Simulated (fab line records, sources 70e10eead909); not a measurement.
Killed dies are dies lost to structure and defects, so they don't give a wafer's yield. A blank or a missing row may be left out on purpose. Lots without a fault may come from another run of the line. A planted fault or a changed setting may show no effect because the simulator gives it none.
Which tool did it? | flow nand_harc | 24 lots, 72 wafers sampled, at 5 steps of a route of 1159

WHAT THE GAUGES READ, wafer by wafer
NHARC_A_STAIRCASE_INSPECT_155.
lot  | measured     | on                | raw_defect_count
L074 | day 13 20:56 | defect_inspect-01 | 385 399 335
L075 | day 14 04:51 | defect_inspect-01 | 177 143 209
L076 | day 14 04:53 | defect_inspect-02 | 483 342 281
L078 | day 14 05:20 | defect_inspect-01 | 389 393 463
L077 | day 14 15:27 | defect_inspect-02 | 196 269 257
L079 | day 14 16:05 | defect_inspect-02 | 552 382 255
L082 | day 16 00:05 | defect_inspect-01 | 345 494 266
L080 | day 15 23:50 | defect_inspect-02 | 329 246 266
L081 | day 16 00:35 | defect_inspect-02 | 284 311 300
L083 | day 16 12:11 | defect_inspect-02 | 385 375 311
L084 | day 16 10:19 | defect_inspect-02 | 216 239 340
L085 | day 16 11:19 | defect_inspect-01 | 315 249 325
L087 | day 16 20:38 | defect_inspect-01 | 377 347 331
L086 | day 16 20:47 | defect_inspect-01 | 263 253 207
L088 | day 17 02:10 | defect_inspect-02 | 360 287 287
L090 | day 17 01:59 | defect_inspect-02 | 353 302 315
L089 | day 17 23:27 | defect_inspect-01 | 253 328 271
L091 | day 18 05:46 | defect_inspect-01 | 183 641 274
L092 | day 18 05:37 | defect_inspect-02 | 504 600 357
L094 | day 18 05:18 | defect_inspect-01 | 353 317 347
L093 | day 19 03:06 | defect_inspect-01 | 234 429 342
L095 | day 19 21:06 | defect_inspect-02 | 287 245 311
L097 | day 19 21:25 | defect_inspect-02 | 251 414 197
L096 | day 19 21:04 | defect_inspect-02 | 393 520 382

WHICH TOOL RAN EACH LOT (tool, then ch and the chambers of the sampled wafers, then the start)
lot  | NHARC_A_STAIRCASE_ETCH_452                    | NHARC_A_STAIRCASE_DEP_322       | NHARC_A_STAIRCASE_CMP_450     | NHARC_A_STAIRCASE_CMP_152
L074 | rie_diel-13 ch 1,3, day 12 20:48 or earlier   | pecvd-01 ch 0,2, day 12 20:48   | cmp-03 ch 2,3, day 13 19:06   | cmp-03 ch 2,3, day 13 19:11
L075 | rie_diel-08 ch 0,2,3, day 13 04:13 or earlier | pecvd-01 ch 0,1,2, day 13 04:13 | cmp-04 ch 0,2,3, day 14 02:58 | cmp-04 ch 0,2,3, day 14 03:02
L076 | rie_diel-05 ch 0,2,3, day 13 04:07 or earlier | pecvd-04 ch 0,1,2, day 13 04:07 | cmp-02 ch 0,1,3, day 14 03:02 | cmp-02 ch 0,1,3, day 14 03:07
L078 | rie_diel-08 ch 1,2, day 13 10:23 or earlier   | pecvd-04 ch 0,1, day 13 10:23   | cmp-03 ch 0,3, day 14 03:29   | cmp-03 ch 0,3, day 14 03:33
L077 | rie_diel-13 ch 0,3, day 13 16:11 or earlier   | pecvd-04 ch 0,2, day 13 16:11   | cmp-03 ch 1,2, day 14 13:38   | cmp-03 ch 1,2, day 14 13:42
L079 | rie_diel-08 ch 0,2,3, day 13 20:10 or earlier | pecvd-01 ch 1,2, day 13 20:10   | cmp-03 ch 0,1, day 14 14:12   | cmp-03 ch 0,1, day 14 14:16
L082 | rie_diel-13 ch 0,3, day 13 14:01              | pecvd-03 ch 1,2, day 15 04:03   | cmp-04 ch 0,1,2, day 15 22:11 | cmp-04 ch 0,1,2, day 15 22:16
L080 | rie_diel-05 ch 0,1,3, day 15 04:02 or earlier | pecvd-04 ch 0,1,2, day 15 04:02 | cmp-04 ch 0,1,2, day 15 22:00 | cmp-04 ch 0,1,2, day 15 22:04
L081 | rie_diel-13 ch 0,3, day 15 04:05 or earlier   | pecvd-01 ch 0,1,2, day 15 04:05 | cmp-02 ch 2,3, day 15 22:41   | cmp-02 ch 2,3, day 15 22:45
L083 | rie_diel-05 ch 0,1,3, day 15 14:02 or earlier | pecvd-04 ch 1,2, day 15 14:02   | cmp-02 ch 1,3, day 16 09:44   | cmp-02 ch 1,3, day 16 09:48
L084 | rie_diel-13 ch 1,2,3, day 15 14:02 or earlier | pecvd-03 ch 0,1, day 15 14:02   | cmp-04 ch 0,3, day 16 08:30   | cmp-04 ch 0,3, day 16 08:35
L085 | rie_diel-08 ch 0,1,3, day 15 14:12 or earlier | pecvd-01 ch 0,1,2, day 15 14:12 | cmp-04 ch 0,1,3, day 16 09:26 | cmp-04 ch 0,1,3, day 16 09:31
L087 | rie_diel-08 ch 1,2, day 16 00:53 or earlier   | pecvd-04 ch 1,2, day 16 00:53   | cmp-04 ch 1,2,3, day 16 18:46 | cmp-04 ch 1,2,3, day 16 18:50
L086 | rie_diel-13 ch 1,2,3, day 16 00:50 or earlier | pecvd-01 ch 0,1,2, day 16 00:50 | cmp-04 ch 1,2, day 16 18:56   | cmp-04 ch 1,2, day 16 19:01
L088 | rie_diel-13 ch 0,2, day 16 05:40 or earlier   | pecvd-03 ch 1,2, day 16 05:40   | cmp-03 ch 2,3, day 17 00:19   | cmp-03 ch 2,3, day 17 00:24
L090 | rie_diel-05 ch 0,2,3, day 16 05:32 or earlier | pecvd-04 ch 0,2, day 16 05:32   | cmp-02 ch 0,1,2, day 17 00:11 | cmp-02 ch 0,1,2, day 17 00:15
L089 | rie_diel-08 ch 0,3, day 16 22:47 or earlier   | pecvd-03 ch 0,1, day 16 22:47   | cmp-02 ch 0,1,3, day 17 21:40 | cmp-02 ch 0,1,3, day 17 21:44
L091 | rie_diel-08 ch 0,1, day 17 03:11 or earlier   | pecvd-01 ch 0,1,2, day 17 03:11 | cmp-03 ch 1,2,3, day 18 03:52 | cmp-03 ch 1,2,3, day 18 03:56
L092 | rie_diel-13 ch 1,3, day 17 09:08 or earlier   | pecvd-03 ch 0,1, day 17 09:08   | cmp-02 ch 0,1,3, day 18 03:42 | cmp-02 ch 0,1,3, day 18 03:47
L094 | rie_diel-08 ch 0,1, day 17 09:14 or earlier   | pecvd-01 ch 0,1, day 17 09:14   | cmp-04 ch 1,3, day 18 03:25   | cmp-04 ch 1,3, day 18 03:29
L093 | rie_diel-08 ch 0,1,2, day 17 20:53 or earlier | pecvd-04 ch 1,2, day 17 20:53   | cmp-02 ch 0,1,2, day 19 01:04 | cmp-02 ch 0,1,2, day 19 01:09
L095 | rie_diel-05 ch 1,3, day 18 18:10 or earlier   | pecvd-03 ch 1,2, day 18 18:10   | cmp-04 ch 0,2, day 19 19:17   | cmp-04 ch 0,2, day 19 19:21
L097 | rie_diel-05 ch 1,2,3, day 18 18:43 or earlier | pecvd-04 ch 0,2, day 18 18:43   | cmp-02 ch 0,2,3, day 19 19:34 | cmp-02 ch 0,2,3, day 19 19:39
L096 | rie_diel-08 ch 1,2,3, day 18 18:02 or earlier | pecvd-04 ch 0,2, day 18 18:02   | cmp-02 ch 1,2, day 19 19:16   | cmp-02 ch 1,2, day 19 19:20
- NHARC_A_STAIRCASE_ETCH_452: etches the open film in CF4/O2, target depth 30 nm, overetch 3 nm, time 16.5 s.
- NHARC_A_STAIRCASE_DEP_322: deposits SiO2, target thk 3800 nm.
- NHARC_A_STAIRCASE_CMP_450: polishes SiO2, target thk 200 nm.
- NHARC_A_STAIRCASE_CMP_152: polishes.

WHAT THE TOOLS THEMSELVES READ (means of the sampled wafers that have a number; where no wafer has one, the mark that the record gives instead)
NHARC_A_STAIRCASE_ETCH_452.
lot  | tool        | drypump_motor_current_A (A) | oes_product_au (a.u.) | rf_vpp_V (V) | showerhead_plenum_p_Torr (Torr) | throttle_valve_pct (%)
L074 | rie_diel-13 | 6.0                         | 0.984                 | 199.9        | 1.39                            | 13.396
L075 | rie_diel-08 | 5.2                         | 1.001                 | 196.6        | 1.27                            | 13.397
L076 | rie_diel-05 | 5.7                         | 1.001                 | 196.7        | 1.29                            | 13.402
L078 | rie_diel-08 | 5.3                         | 0.998                 | 197.0        | 1.27                            | 13.399
L077 | rie_diel-13 | 6.2                         | 0.993                 | 197.3        | 1.32                            | 13.400
L079 | rie_diel-08 | 5.2                         | 1.013                 | 196.0        | 1.26                            | 13.395
L082 | rie_diel-13 | 6.2                         | 1.012                 | 198.2        | 1.32                            | 13.395
L080 | rie_diel-05 | 5.9                         | 0.994                 | 197.6        | 1.32                            | 13.398
L081 | rie_diel-13 | 6.1                         | 0.999                 | 198.8        | 1.37                            | 13.399
L083 | rie_diel-05 | 5.9                         | 0.997                 | 198.5        | 1.32                            | 13.403
L084 | rie_diel-13 | 5.7                         | 0.989                 | 198.3        | 1.35                            | 13.393
L085 | rie_diel-08 | 5.6                         | 1.003                 | 195.9        | 1.25                            | 13.393
L087 | rie_diel-08 | 5.7                         | 0.999                 | 195.2        | 1.26                            | 13.402
L086 | rie_diel-13 | 5.7                         | 0.988                 | 198.2        | 1.35                            | 13.400
L088 | rie_diel-13 | 5.8                         | 1.001                 | 196.2        | 1.28                            | 13.401
L090 | rie_diel-05 | 5.7                         | 1.007                 | 197.0        | 1.29                            | 13.396
L089 | rie_diel-08 | 5.4                         | 1.008                 | 196.7        | 1.26                            | 13.401
L091 | rie_diel-08 | 5.8                         | 1.006                 | 196.5        | 1.26                            | 13.401
L092 | rie_diel-13 | 6.1                         | 0.991                 | 198.1        | 1.39                            | 13.399
L094 | rie_diel-08 | 5.7                         | 0.999                 | 196.5        | 1.26                            | 13.396
L093 | rie_diel-08 | 5.5                         | 0.997                 | 196.6        | 1.26                            | 13.402
L095 | rie_diel-05 | 6.3                         | 1.016                 | 198.7        | 1.36                            | 13.388
L097 | rie_diel-05 | 6.1                         | 1.014                 | 198.2        | 1.32                            | 13.400
L096 | rie_diel-08 | 5.4                         | 1.003                 | 195.5        | 1.25                            | 13.398

NHARC_A_STAIRCASE_DEP_322.
lot  | tool     | heater_power_w (W)
L074 | pecvd-01 | 604
L075 | pecvd-01 | 565
L076 | pecvd-04 | 692
L078 | pecvd-04 | 731
L077 | pecvd-04 | 621
L079 | pecvd-01 | 599
L082 | pecvd-03 | 579
L080 | pecvd-04 | 751
L081 | pecvd-01 | 598
L083 | pecvd-04 | 669
L084 | pecvd-03 | 661
L085 | pecvd-01 | 627
L087 | pecvd-04 | 619
L086 | pecvd-01 | 632
L088 | pecvd-03 | 677
L090 | pecvd-04 | 604
L089 | pecvd-03 | 539
L091 | pecvd-01 | 608
L092 | pecvd-03 | 575
L094 | pecvd-01 | 597
L093 | pecvd-04 | 710
L095 | pecvd-03 | 650
L097 | pecvd-04 | 663
L096 | pecvd-04 | 686

NHARC_A_STAIRCASE_CMP_450.
lot  | tool   | motor_current_A (A) | slurry_filter_dp_kPa (kPa)
L074 | cmp-03 | 10.5                | 13.65
L075 | cmp-04 | 11.1                | 13.66
L076 | cmp-02 | 12.4                | 13.52
L078 | cmp-03 | 11.1                | 13.57
L077 | cmp-03 | 12.6                | 13.33
L079 | cmp-03 | 13.1                | 13.48
L082 | cmp-04 | 11.4                | 13.41
L080 | cmp-04 | 11.6                | 13.64
L081 | cmp-02 | 12.6                | 13.44
L083 | cmp-02 | 12.6                | 13.44
L084 | cmp-04 | 10.3                | 13.40
L085 | cmp-04 | 11.0                | 13.41
L087 | cmp-04 | 11.5                | 13.60
L086 | cmp-04 | 11.9                | 13.55
L088 | cmp-03 | 10.9                | 13.50
L090 | cmp-02 | 12.8                | 13.40
L089 | cmp-02 | 12.9                | 13.61
L091 | cmp-03 | 11.2                | 13.46
L092 | cmp-02 | 12.3                | 13.42
L094 | cmp-04 | 10.8                | 13.57
L093 | cmp-02 | 12.1                | 13.47
L095 | cmp-04 | 11.9                | 13.46
L097 | cmp-02 | 12.2                | 13.48
L096 | cmp-02 | 12.5                | 13.63

NHARC_A_STAIRCASE_CMP_152.
lot  | tool   | motor_current_A (A) | slurry_filter_dp_kPa (kPa)
L074 | cmp-03 | 10.5                | 13.56
L075 | cmp-04 | 10.6                | 13.46
L076 | cmp-02 | 12.2                | 13.47
L078 | cmp-03 | 11.2                | 13.43
L077 | cmp-03 | 12.4                | 13.49
L079 | cmp-03 | 13.0                | 13.35
L082 | cmp-04 | 11.6                | 13.48
L080 | cmp-04 | 11.4                | 13.47
L081 | cmp-02 | 12.7                | 13.62
L083 | cmp-02 | 12.6                | 13.40
L084 | cmp-04 | 10.6                | 13.52
L085 | cmp-04 | 10.7                | 13.51
L087 | cmp-04 | 11.5                | 13.46
L086 | cmp-04 | 12.0                | 13.50
L088 | cmp-03 | 10.5                | 13.50
L090 | cmp-02 | 12.4                | 13.41
L089 | cmp-02 | 12.3                | 13.57
L091 | cmp-03 | 11.4                | 13.50
L092 | cmp-02 | 12.2                | 13.50
L094 | cmp-04 | 10.8                | 13.54
L093 | cmp-02 | 12.0                | 13.45
L095 | cmp-04 | 11.8                | 13.53
L097 | cmp-02 | 12.9                | 13.58
L096 | cmp-02 | 12.4                | 13.43

THE ANSWER, worked out from the rows above alone
Rule: what is usual is taken from the lots themselves. Put in order of their means at a reading, lots are off if they are a third of the lots or fewer, leave a main group of 4 or more, and stand apart from it by a gap of 3 or more times the standard deviation of the main group's means; of several such gaps the widest counts. A main group whose means are all the same, to the digits that the tables above print for the reading, isn't used. A lot without any number at a reading at which 4 lots or more have one is off too. The other lots that the step has rows for count as sound. The gauges are gone through in route order, then the tools' own readings, and for those a lot's mean is taken as printed above. The first step at which some lot is off is used, and at that step the reading that is off furthest; a lot without a number counts as furthest.
No lot is off at any reading shown: from this, nothing can be told.

WHAT THE SIMULATOR HAD PUT IN
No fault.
